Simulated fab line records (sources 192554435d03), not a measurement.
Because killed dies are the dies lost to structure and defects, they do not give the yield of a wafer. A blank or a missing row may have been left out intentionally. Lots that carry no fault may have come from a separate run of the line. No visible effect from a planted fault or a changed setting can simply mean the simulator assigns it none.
fab line records -- flow n5Finfet -- part 1 of 2: steps 1 to 4 of 6
[record] lots = 23, wafers = 69, lastDay = 19
route steps=1938 shown ILD0@340 SDB@375 DUMMY_REMOVAL@377 HKMG_FIN@401
lots that met no fault: taken from a fault-free run of the same line
startH: the number of hours between the record's first day and the start of the first shown wafer of the lot -- waitH: hours elapsed since this lot's preceding step -- " the same as in the row above -- L1.1+2: a row that stands for several wafers -- - no value present, or no start provided -- * or withheld: withheld -- < > ~ a bound
route shown NAME@n: NAME is a module with steps in the file, n the number in the route of the first one -- usual: mean/standard deviation of fault-free wafers -- same: alike in all rows -- chamber/n: place in a boat -- sites: each site's reading -- _std_site: standard deviation of those values -- _edge_site: the outer-site mean with the inner-site mean subtracted -- radiusMm: for every site, how far away it sits from the centre of the wafer -- mask NAME#n: copy n -- behind: tool/chamber where the wafer was last shaped -- hold: why the lot went on hold/how many hours it stayed there/how the hold came to an end -- device: whichever transistor did not switch (one of n, p or np) -- end of line: the same wafers' tests at the end of the route -- step lacking rows: just its recipe -- killed: dies lost to structure and defects at the first sort, not the wafer's yield -- map: per-die view of a wafer (x killed, . not killed, _ where there is no die)
set.NAME: the run value of the setting; set.NAME@STEP: its run value at that earlier step -- model.NAME: the simulator's own value behind a step, which no gauge read
a sample of lots followed through the steps of the route, with each step as a table and each wafer as a row
services: the hour from which a tool's chamber was out of use, counted from the record's first day as startH (under 0 if before that day), plus the number of hours and why
[[steps]]
[step N5_ILD0_CMP_07]
[recipe] stopOn = poly-Si, material = SiO2_flowable, tOverpolishS = 1.18, postCmpClean = alkalineBrush, downForcePsi = 4.1491, platenRpm = 51.796, padVelocityMS = 1.0306, targetThkNm = 138.88
[usual] motorCurrentA = 12.1/1.4, slurryFilterDpKPa = 13.51/0.13
lot.wafer,tool,chamber,startH,waitH,motorCurrentA,slurryFilterDpKPa
L074.3,cmp-02,3,64.24,0.1,10.6,13.46
L074.4,cmp-02,0,64.24,0.1,10.5,13.22
L074.2,cmp-02,1,64.24,0.1,12.5,13.51
L076.3,cmp-01,3,72.79,0.0,10.7,13.80
L076.2,cmp-01,1,72.79,0.0,14.1,13.43
L076.5,cmp-01,0,72.79,0.0,13.6,13.58
L075.4,cmp-02,2,75.80,0.1,11.4,13.39
L075.6,cmp-02,3,75.80,0.1,10.4,13.67
L075.5,cmp-02,0,75.80,0.1,9.8,13.55
L077.4,cmp-02,0,81.19,0.1,10.2,13.13
L077.6,cmp-02,3,81.19,0.1,10.3,13.57
L077.5,cmp-02,0,81.19,0.1,10.4,13.49
L078.3,cmp-02,3,100.69,0.0,10.4,13.62
L078.4,cmp-02,1,100.69,0.0,12.6,13.59
L078.1,cmp-02,2,100.69,0.0,10.8,13.44
L080.2,cmp-03,2,101.09,0.0,11.5,13.33
L080.3,cmp-03,3,101.09,0.0,14.7,13.59
L080.6,cmp-03,3,101.09,0.0,14.1,13.68
L081.3,cmp-01,3,107.19,0.1,10.6,13.45
L081.5,cmp-01,0,107.19,0.1,13.6,13.33
L081.6,cmp-01,1,107.19,0.1,14.2,13.64
L082.2,cmp-03,1,108.31,0.1,12.3,13.51
L082.4,cmp-03,3,108.31,0.1,15.2,13.28
L082.5,cmp-03,1,108.31,0.1,12.2,13.55
L083.3,cmp-02,2,115.85,0.0,11.9,13.55
L083.2,cmp-02,1,115.85,0.0,12.2,13.49
L083.6,cmp-02,3,115.85,0.0,10.3,13.57
L084.4,cmp-03,0,123.01,0.0,11.5,13.48
L084.3,cmp-03,1,123.01,0.0,12.2,13.56
L084.2,cmp-03,3,123.01,0.0,14.8,13.51
L085.1,cmp-01,0,125.49,0.0,13.3,13.49
L085.2,cmp-01,2,125.49,0.0,12.9,13.41
L085.3,cmp-01,3,125.49,0.0,10.2,13.66
L086.4,cmp-03,2,141.64,0.1,11.5,13.73
L086.6,cmp-03,0,141.64,0.1,11.7,13.74
L086.5,cmp-03,1,141.64,0.1,13.1,13.42
L087.4,cmp-02,2,142.86,0.0,11.8,13.38
L087.2,cmp-02,0,142.86,0.0,10.2,13.64
L087.5,cmp-02,2,142.86,0.0,11.3,13.56
L088.3,cmp-02,2,146.49,0.1,11.6,13.22
L088.2,cmp-02,0,146.49,0.1,10.3,13.65
L088.5,cmp-02,2,146.49,0.1,11.3,13.46
L089.4,cmp-03,3,152.56,0.0,14.4,13.22
L089.3,cmp-03,1,152.56,0.0,11.9,13.65
L089.5,cmp-03,3,152.56,0.0,14.7,13.53
L090.4,cmp-02,0,157.89,0.0,10.5,13.56
L090.2,cmp-02,2,157.89,0.0,12.0,13.46
L090.3,cmp-02,3,157.89,0.0,10.7,13.47
L091.1,cmp-02,1,163.49,0.1,13.2,13.33
L091.3,cmp-02,2,163.49,0.1,11.7,13.60
L091.6,cmp-02,0,163.49,0.1,10.3,13.63
L092.2,cmp-01,3,168.71,0.1,10.5,13.41
L092.6,cmp-01,1,168.71,0.1,13.1,13.59
L092.5,cmp-01,2,168.71,0.1,13.0,13.56
L093.3,cmp-01,1,176.95,0.1,14.0,13.50
L093.1,cmp-01,3,176.95,0.1,10.9,13.47
L093.6,cmp-01,1,176.95,0.1,13.7,13.55
L094.1,cmp-03,3,183.69,0.1,14.7,13.21
L094.3,cmp-03,0,183.69,0.1,11.9,13.48
L094.2,cmp-03,1,183.69,0.1,12.5,13.61
L095.2,cmp-01,2,188.39,0.3,13.5,13.67
L095.3,cmp-01,3,188.39,0.3,10.7,13.50
L095.6,cmp-01,2,188.39,0.3,13.8,13.36
L096.4,cmp-02,3,199.99,0.1,10.9,13.56
L096.5,cmp-02,2,199.99,0.1,11.4,13.64
L096.6,cmp-02,3,199.99,0.1,10.7,13.54
L097.3,cmp-03,3,203.81,0.1,14.8,13.48
L097.1,cmp-03,0,203.81,0.1,11.8,13.41
L097.6,cmp-03,3,203.81,0.1,14.6,13.64
[step N5_ILD0_ALD_15]
[recipe] material = SiNx, targetThkA = 240, tempC = 400, aldPrecursorFamily = SiH2I2, aldCoReactant = N2/H2-plasma, pulseTimeS = 1, aldCycles = 480, purgeTimeS = 2, coReactantPurgeTimeS = 2, pressureTorr = 2
[usual] heaterPowerW = 897/65, precursorPulseHeightRel = 1.000/0.02
[same] coReactantPurgeTimeS = 2
lot.wafer,tool,chamber,startH,waitH,heaterPowerW,precursorPulseHeightRel,sinceWetCleanH
L074.2,aldSin-04,1,65.34,0.6,918,1.029,254
L074.3,aldSin-04,2,65.34,0.6,967,0.995,254
L074.4,aldSin-04,3,65.34,0.6,864,1.002,254
L076.2,aldSin-02,2,73.80,0.5,838,1.009,352
L076.3,aldSin-02,0,73.80,0.5,877,1.005,352
L076.5,aldSin-02,2,74.89,1.2,841,0.989,-
L075.4,aldSin-04,2,76.70,0.2,945,1.004,265
L075.5,aldSin-04,3,77.79,1.2,872,0.982,-
L075.6,aldSin-04,0,77.79,1.2,851,0.947,-
L077.4,aldSin-01,3,82.16,0.2,950,1.013,180
L077.5,aldSin-01,0,83.25,1.2,908,0.977,-
L077.6,aldSin-01,1,83.25,1.2,957,0.969,-
L078.1,aldSin-01,3,101.70,0.6,903,1.025,200
L078.3,aldSin-01,0,101.70,0.6,896,0.993,200
L078.4,aldSin-01,1,101.70,0.6,947,0.944,200
L080.2,aldSin-01,0,103.87,2.0,912,0.998,202
L080.3,aldSin-01,2,103.87,2.0,874,1.021,202
L080.6,aldSin-01,1,104.96,2.6,935,0.980,-
L081.3,aldSin-04,0,108.35,0.6,856,0.991,297
L081.5,aldSin-04,3,109.44,1.5,874,1.034,-
L081.6,aldSin-04,0,109.44,1.5,868,1.008,-
L082.2,aldSin-01,2,109.44,0.6,889,1.007,208
L082.4,aldSin-01,3,109.44,0.6,910,1.049,208
L082.5,aldSin-01,1,110.53,1.4,932,0.967,-
L083.2,aldSin-04,2,116.86,0.5,963,1.007,305
L083.3,aldSin-04,1,116.86,0.5,908,1.007,305
L083.6,aldSin-04,0,117.95,1.1,830,1.017,-
L084.2,aldSin-02,2,124.37,0.8,884,1.015,26
L084.3,aldSin-02,1,124.37,0.8,897,0.983,26
L084.4,aldSin-02,0,124.37,0.8,905,1.005,26
L085.1,aldSin-01,3,126.50,0.6,962,1.012,225
L085.2,aldSin-01,2,126.50,0.6,915,0.997,225
L085.3,aldSin-01,1,126.50,0.6,945,0.973,225
L086.4,aldSin-02,2,142.58,0.2,874,1.006,44
L086.5,aldSin-02,0,143.67,1.2,907,0.994,-
L086.6,aldSin-02,3,143.67,1.2,643,1.001,-
L087.2,aldSin-01,3,144.31,0.9,922,0.989,242
L087.4,aldSin-01,1,144.31,0.9,912,0.984,242
L087.5,aldSin-01,2,145.40,1.7,904,1.001,-
L088.2,aldSin-04,1,147.80,0.8,936,0.972,336
L088.3,aldSin-04,0,147.80,0.8,838,1.020,336
L088.5,aldSin-04,2,148.89,1.6,961,1.005,-
L089.3,aldSin-01,0,153.57,0.4,918,1.008,252
L089.4,aldSin-01,1,153.57,0.4,933,1.003,252
L089.5,aldSin-01,3,154.66,1.2,932,1.061,-
L090.2,aldSin-01,1,159.06,0.6,972,1.000,257
L090.3,aldSin-01,2,159.06,0.6,911,1.008,257
L090.4,aldSin-01,3,159.06,0.6,922,0.998,257
L091.1,aldSin-01,1,164.74,0.8,953,0.999,263
L091.3,aldSin-01,3,164.74,0.8,914,1.043,263
L091.6,aldSin-01,1,165.83,1.4,943,0.979,-
L092.2,aldSin-02,3,169.64,0.5,652,0.992,71
L092.5,aldSin-02,1,170.73,1.2,873,1.015,-
L092.6,aldSin-02,2,170.73,1.2,853,0.982,-
L093.1,aldSin-01,3,178.42,1.1,933,0.959,277
L093.3,aldSin-01,1,178.42,1.1,938,1.022,277
L093.6,aldSin-01,1,179.51,1.6,916,1.000,-
L094.1,aldSin-01,2,184.95,0.8,904,1.007,283
L094.2,aldSin-01,0,184.95,0.8,907,0.970,283
L094.3,aldSin-01,3,184.95,0.8,934,1.012,283
L095.2,aldSin-01,0,189.74,0.8,926,0.984,288
L095.3,aldSin-01,3,189.74,0.8,960,1.030,288
L095.6,aldSin-01,0,190.83,1.5,934,0.978,-
L096.4,aldSin-02,1,201.09,0.4,897,0.975,102
L096.5,aldSin-02,1,202.18,1.3,903,0.967,-
L096.6,aldSin-02,0,202.18,1.3,914,0.983,-
L097.1,aldSin-01,3,204.78,0.6,945,0.988,303
L097.3,aldSin-01,1,204.78,0.6,953,0.992,303
L097.6,aldSin-01,2,205.87,1.1,906,0.993,-
[step N5_SDB_THK_MEAS_31]
[recipe] reads = a-Si_of_DUMMY_GATE_CVD_03
[usual] SDB_THK = 64.3/0.96
lot.wafer,tool,chamber,startH,waitH,SDB_THK[nm]
L074.2,filmMetro-02,-,72.61,-,62.7
L074.3,filmMetro-02,-,72.61,-,64.4
L074.4,filmMetro-02,-,72.61,-,63.9
L076.2,filmMetro-02,-,80.73,-,63.8
L076.3,filmMetro-02,-,80.73,-,63.9
L076.5,filmMetro-02,-,80.73,-,63.9
L075.4,filmMetro-02,-,83.83,-,64.7
L075.5,filmMetro-02,-,83.83,-,65.5
L075.6,filmMetro-02,-,83.83,-,66.0
L077.4,filmMetro-02,-,89.10,-,63.0
L077.5,filmMetro-02,-,89.10,-,63.0
L077.6,filmMetro-02,-,89.10,-,63.4
L078.1,filmMetro-02,-,109.10,-,64.8
L078.3,filmMetro-02,-,109.10,-,62.5
L078.4,filmMetro-02,-,109.10,-,63.1
L080.2,filmMetro-01,-,111.96,-,65.9
L080.3,filmMetro-01,-,111.96,-,66.1
L080.6,filmMetro-01,-,111.96,-,64.7
L081.3,filmMetro-01,-,115.36,-,64.4
L081.5,filmMetro-01,-,115.36,-,63.6
L081.6,filmMetro-01,-,115.36,-,64.3
L082.2,filmMetro-01,-,116.67,-,66.2
L082.4,filmMetro-01,-,116.67,-,63.8
L082.5,filmMetro-01,-,116.67,-,64.2
L083.2,filmMetro-01,-,124.03,-,63.3
L083.3,filmMetro-01,-,124.03,-,63.6
L083.6,filmMetro-01,-,124.03,-,63.5
L084.2,filmMetro-02,-,131.22,-,64.3
L084.3,filmMetro-02,-,131.22,-,63.9
L084.4,filmMetro-02,-,131.22,-,64.2
L085.1,filmMetro-01,-,133.33,-,64.2
L085.2,filmMetro-01,-,133.33,-,64.2
L085.3,filmMetro-01,-,133.33,-,64.9
L086.4,filmMetro-02,-,149.38,-,64.8
L086.5,filmMetro-02,-,149.38,-,64.1
L086.6,filmMetro-02,-,149.38,-,64.8
L087.2,filmMetro-02,-,151.65,-,65.4
L087.4,filmMetro-02,-,151.65,-,64.5
L087.5,filmMetro-02,-,151.65,-,65.1
L088.2,filmMetro-02,-,155.12,-,63.7
L088.3,filmMetro-02,-,155.12,-,63.9
L088.5,filmMetro-02,-,155.12,-,63.5
L089.3,filmMetro-01,-,160.71,-,66.1
L089.4,filmMetro-01,-,160.71,-,65.8
L089.5,filmMetro-01,-,160.71,-,65.1
L090.2,filmMetro-02,-,166.25,-,64.9
L090.3,filmMetro-02,-,166.25,-,62.9
L090.4,filmMetro-02,-,166.25,-,63.4
L091.1,filmMetro-02,-,172.13,-,63.8
L091.3,filmMetro-02,-,172.13,-,62.7
L091.6,filmMetro-02,-,172.13,-,63.7
L092.2,filmMetro-02,-,176.79,-,63.7
L092.5,filmMetro-02,-,176.79,-,64.2
L092.6,filmMetro-02,-,176.79,-,63.2
L093.1,filmMetro-02,-,185.63,-,64.0
L093.3,filmMetro-02,-,185.63,-,66.0
L093.6,filmMetro-02,-,185.63,-,64.0
L094.1,filmMetro-02,-,192.18,-,65.3
L094.2,filmMetro-02,-,192.18,-,65.4
L094.3,filmMetro-02,-,192.18,-,64.4
L095.2,filmMetro-02,-,196.54,-,64.6
L095.3,filmMetro-02,-,196.54,-,65.1
L095.6,filmMetro-02,-,196.54,-,65.1
L096.4,filmMetro-02,-,208.58,-,64.9
L096.5,filmMetro-02,-,208.58,-,66.0
L096.6,filmMetro-02,-,208.58,-,63.6
L097.1,filmMetro-02,-,211.70,-,63.7
L097.3,filmMetro-02,-,211.70,-,64.6
L097.6,filmMetro-02,-,211.70,-,63.9
[step N5_DUMMY_REMOVAL_HM_STRIP_01]
[recipe] chemistry = CH3F/O2, material = SiNx, targetDepthA = 40, stopOn = poly-Si, timeS = 6.8, overEtchFrac = 0.3, ionEnergyEv = 60, powerW = 410, biasW = 29, Ar_flow_sccm = 150, CH3F_flow_sccm = 30, O2_flow_sccm = 20
[usual] CH3F_flow_sccm = 30.00/0.086, biasW = 29.01/0.084, drypumpMotorCurrentA = 5.5/0.37, oesProductAu = 0.65/0.071, rfVppV = 127.5/0.88, showerheadPlenumPTorr = 2.00/0.052, throttleValvePct = 16.34/0.23
lot.wafer,tool,chamber,startH,waitH,CH3F_flow_sccm,biasW,drypumpMotorCurrentA,oesProductAu,rfHoursCounterH,rfVppV,showerheadPlenumPTorr,throttleValvePct
L074.2,rieDiel-06,1,72.66,0.0,29.78,28.90,5.7,0.56,227,127.2,1.90,16.52
L074.3,rieDiel-06,3,72.66,0.0,29.87,29.02,5.1,0.58,211,128.4,1.98,16.60
L074.4,rieDiel-06,2,72.66,0.0,30.02,29.03,5.8,0.67,65,129.1,2.03,16.32
L076.2,rieDiel-05,3,80.79,0.0,29.96,28.90,5.4,0.64,97,128.4,2.03,16.06
L076.3,rieDiel-05,2,80.79,0.0,29.87,28.98,5.8,0.68,71,128.4,2.03,16.55
L076.5,rieDiel-05,2,80.79,0.0,30.05,29.01,5.8,0.69,-,127.9,2.02,16.55
L075.4,rieDiel-03,3,83.89,0.0,29.99,29.05,5.4,0.63,117,128.3,2.01,16.55
L075.5,rieDiel-03,1,83.89,0.0,30.04,28.87,5.1,0.69,-,127.8,2.04,16.07
L075.6,rieDiel-03,2,83.89,0.0,30.17,29.07,5.8,0.60,-,127.4,2.08,16.08
L077.4,rieDiel-06,2,89.20,0.1,30.01,29.03,5.9,0.66,70,127.9,2.03,16.33
L077.5,rieDiel-06,3,89.20,0.1,29.99,28.99,5.2,0.58,-,127.6,1.97,16.60
L077.6,rieDiel-06,2,89.20,0.1,30.01,29.04,5.9,0.66,-,126.2,2.03,16.34
L078.1,rieDiel-05,3,109.26,0.1,29.99,28.99,5.4,0.64,106,127.2,2.02,16.07
L078.3,rieDiel-05,0,109.26,0.1,29.94,29.07,4.9,0.58,198,126.8,1.99,16.60
L078.4,rieDiel-05,1,109.26,0.1,29.96,29.06,4.9,0.74,38,126.1,1.96,16.05
L080.2,rieDiel-03,2,112.02,0.0,30.04,29.01,5.8,0.60,165,128.1,2.08,16.11
L080.3,rieDiel-03,1,112.02,0.0,29.93,29.01,5.1,0.68,64,126.6,2.03,16.08
L080.6,rieDiel-03,3,112.02,0.0,30.08,28.93,5.4,0.62,-,127.6,2.01,16.56
L081.3,rieDiel-05,3,115.42,0.0,30.03,29.21,5.4,0.64,108,128.3,2.02,16.08
L081.5,rieDiel-05,2,115.42,0.0,29.98,28.94,5.8,0.68,-,127.6,2.02,16.56
L081.6,rieDiel-05,3,115.42,0.0,30.01,29.18,5.4,0.64,-,126.3,2.02,16.09
L082.2,rieDiel-06,2,116.73,0.0,29.93,29.01,5.8,0.66,79,127.7,2.03,16.34
L082.4,rieDiel-06,3,116.73,0.0,30.00,28.82,5.2,0.58,225,128.9,1.97,16.64
L082.5,rieDiel-06,2,116.73,0.0,29.94,29.07,5.8,0.65,-,125.8,2.03,16.34
L083.2,rieDiel-05,3,124.26,0.2,30.08,28.94,5.4,0.64,110,126.3,2.02,16.08
L083.3,rieDiel-05,1,124.26,0.2,30.10,28.90,4.9,0.72,42,126.7,1.96,16.04
L083.6,rieDiel-05,1,124.26,0.2,29.98,28.80,4.9,0.73,-,127.3,1.96,16.05
L084.2,rieDiel-06,2,131.33,0.1,29.93,28.96,5.8,0.65,85,127.3,2.03,16.36
L084.3,rieDiel-06,1,131.33,0.1,30.04,29.00,5.7,0.55,245,126.9,1.89,16.54
L084.4,rieDiel-06,3,131.33,0.1,30.03,29.09,5.2,0.57,-,127.6,1.97,16.65
L085.1,rieDiel-06,2,133.39,0.0,30.07,29.00,5.9,0.65,86,126.9,2.03,16.37
L085.2,rieDiel-06,1,133.39,0.0,30.00,29.00,5.7,0.55,246,128.5,1.89,16.54
L085.3,rieDiel-06,3,133.39,0.0,29.87,29.00,5.1,0.57,231,125.9,1.97,16.64
L086.4,rieDiel-03,1,149.44,0.0,29.86,29.08,5.1,0.68,77,125.7,2.03,16.12
L086.5,rieDiel-03,0,149.44,0.0,29.96,29.00,6.2,0.77,-,127.4,1.97,15.97
L086.6,rieDiel-03,1,149.44,0.0,29.97,29.06,5.1,0.67,-,128.2,2.03,16.13
L087.2,rieDiel-03,0,151.71,0.0,30.10,29.19,6.2,0.76,5,128.3,1.97,15.97
L087.4,rieDiel-03,3,151.71,0.0,30.15,28.91,5.4,0.61,141,127.7,2.00,16.58
L087.5,rieDiel-03,0,151.71,0.0,29.93,29.15,6.3,0.77,-,128.1,1.97,15.98
L088.2,rieDiel-03,0,155.29,0.2,29.97,29.00,6.3,0.77,6,126.8,1.97,15.97
L088.3,rieDiel-03,1,155.29,0.2,29.88,29.01,5.1,0.67,78,129.3,2.03,16.12
L088.5,rieDiel-03,2,155.29,0.2,30.08,28.95,5.7,0.57,-,128.8,2.07,16.16
L089.3,rieDiel-06,2,160.86,0.1,29.99,28.96,5.8,0.63,96,127.5,2.02,16.37
L089.4,rieDiel-06,1,160.86,0.1,30.03,29.05,5.7,0.56,250,125.3,1.89,16.55
L089.5,rieDiel-06,0,160.86,0.1,30.01,29.02,5.4,0.60,-,127.3,1.99,16.59
L090.2,rieDiel-06,2,166.55,0.0,29.92,29.01,5.8,0.63,99,128.2,2.02,16.37
L090.3,rieDiel-06,0,166.55,0.0,30.08,29.00,5.4,0.60,198,127.7,1.99,16.58
L090.4,rieDiel-06,0,166.55,0.0,30.22,29.13,5.4,0.59,-,126.5,1.99,16.59
L091.1,rieDiel-03,1,172.19,0.0,30.09,28.84,5.1,0.67,81,126.1,2.03,16.11
L091.3,rieDiel-03,0,172.19,0.0,29.94,29.03,6.2,0.76,8,126.9,1.97,15.98
L091.6,rieDiel-03,2,172.19,0.0,29.94,29.05,5.8,0.58,-,127.9,2.07,16.15
L092.2,rieDiel-03,3,176.84,0.0,29.78,29.11,5.4,0.61,144,126.1,2.00,16.59
L092.5,rieDiel-03,2,176.84,0.0,29.94,29.00,5.8,0.58,-,126.9,2.07,16.15
L092.6,rieDiel-03,1,176.84,0.0,29.95,28.98,5.1,0.66,-,128.8,2.03,16.11
L093.1,rieDiel-06,1,185.69,0.0,30.15,29.07,5.7,0.80,2,127.6,2.14,16.11
L093.3,rieDiel-06,0,185.69,0.0,30.15,29.02,5.4,0.59,205,127.1,1.99,16.61
L093.6,rieDiel-06,0,185.69,0.0,30.06,29.06,5.4,0.60,-,129.2,1.99,16.58
L094.1,rieDiel-06,1,192.25,0.0,30.09,29.08,5.7,0.79,5,129.1,2.14,16.10
L094.2,rieDiel-06,2,192.25,0.0,29.98,28.98,5.8,0.63,109,127.4,2.02,16.41
L094.3,rieDiel-06,0,192.25,0.0,29.99,29.04,5.4,0.59,208,127.9,1.99,16.61
L095.2,rieDiel-06,2,196.60,0.0,29.93,29.01,5.8,0.63,110,127.7,2.02,16.42
L095.3,rieDiel-06,0,196.60,0.0,30.08,29.06,5.4,0.59,209,128.0,1.99,16.63
L095.6,rieDiel-06,3,196.60,0.0,30.07,28.98,5.2,0.81,-,128.1,1.96,16.19
L096.4,rieDiel-06,1,208.64,0.0,29.90,29.06,5.7,0.76,10,127.8,2.14,16.12
L096.5,rieDiel-06,3,208.64,0.0,30.08,29.08,5.1,0.79,-,127.6,1.96,16.19
L096.6,rieDiel-06,2,208.64,0.0,29.95,28.95,5.9,0.62,-,127.8,2.02,16.42
L097.1,rieDiel-06,3,211.78,0.0,29.86,28.93,5.1,0.78,5,127.3,1.96,16.20
L097.3,rieDiel-06,1,211.78,0.0,29.98,28.99,5.7,0.76,11,128.5,2.14,16.11
L097.6,rieDiel-06,3,211.78,0.0,30.06,28.89,5.2,0.79,-,126.4,1.96,16.20
